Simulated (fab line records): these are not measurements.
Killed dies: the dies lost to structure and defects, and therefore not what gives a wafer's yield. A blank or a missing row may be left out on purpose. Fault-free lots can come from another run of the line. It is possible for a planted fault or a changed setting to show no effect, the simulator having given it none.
The same fault as seen by 2 desks / flow n5_finfet / what lay behind the numbers comes last; until then each desk has only its own

THE TOOL OWNER'S DESK: ald_metal-01
The tool's own readings at N5_HKMG_FIN_NWFM_ALD_20 (deposits TiAlC, target thk 2 nm, pulse time 3 s, purge time 2 s): means of the sampled wafers that have a number, for each lot that ran on this tool. Marked OUT: a lot whose mean sits more than 4 standard deviations from the usual mean, which makes it out of limits; the brackets give that distance.
Columns: A = heater_power_w at N5_HKMG_FIN_NWFM_ALD_20, usual 491 W; B = precursor_pulse_height_rel at N5_HKMG_FIN_NWFM_ALD_20, usual 0.999
lot=L718; first seen here=day 4 12:25; A=454; B=0.990
lot=L720; first seen here=day 4 21:50; A=504; B=1.020
lot=L721; first seen here=day 5 00:10; A=519; B=1.009
lot=L722; first seen here=day 5 07:04; A=478; B=0.990
lot=L723; first seen here=day 5 14:03; A=501; B=0.999
This desk's verdict: no lot among the 5 shows anything out of limits.

FROM THE METROLOGY DESK
What the gauges read for every lot (on any tool): the sampled wafers with a number, averaged. Marked OUT: a lot whose mean sits more than 4 standard deviations from the usual mean, which makes it out of limits; the brackets give that distance.
Columns: A = HK_THK at N5_HKMG_FIN_THK_MEAS_70, usual 1.617 nm
lot=L718; first seen here=day 4 09:30; A=1.613
lot=L720; first seen here=day 4 19:02; A=1.632
lot=L721; first seen here=day 4 21:14; A=1.611
lot=L722; first seen here=day 5 04:16; A=1.608
lot=L723; first seen here=day 5 10:57; A=1.607
lot=L725; first seen here=day 5 21:32; A=1.630
lot=L727; first seen here=day 6 06:36; A=1.613
lot=L728; first seen here=day 6 12:59; A=1.598
lot=L729; first seen here=day 6 22:34; A=1.612
lot=L730; first seen here=day 7 03:35; A=1.621
lot=L737; first seen here=day 8 21:46; A=1.635
lot=L738; first seen here=day 9 03:05; A=1.613
lot=L739; first seen here=day 9 08:25; A=1.612
This desk's verdict: no lot among the 13 shows anything out of limits.

PUT TOGETHER
The desk of the tool owner found nothing out of limits.
From the metrology desk's view, nothing was out of limits.

WHAT THE SIMULATOR PUT IN
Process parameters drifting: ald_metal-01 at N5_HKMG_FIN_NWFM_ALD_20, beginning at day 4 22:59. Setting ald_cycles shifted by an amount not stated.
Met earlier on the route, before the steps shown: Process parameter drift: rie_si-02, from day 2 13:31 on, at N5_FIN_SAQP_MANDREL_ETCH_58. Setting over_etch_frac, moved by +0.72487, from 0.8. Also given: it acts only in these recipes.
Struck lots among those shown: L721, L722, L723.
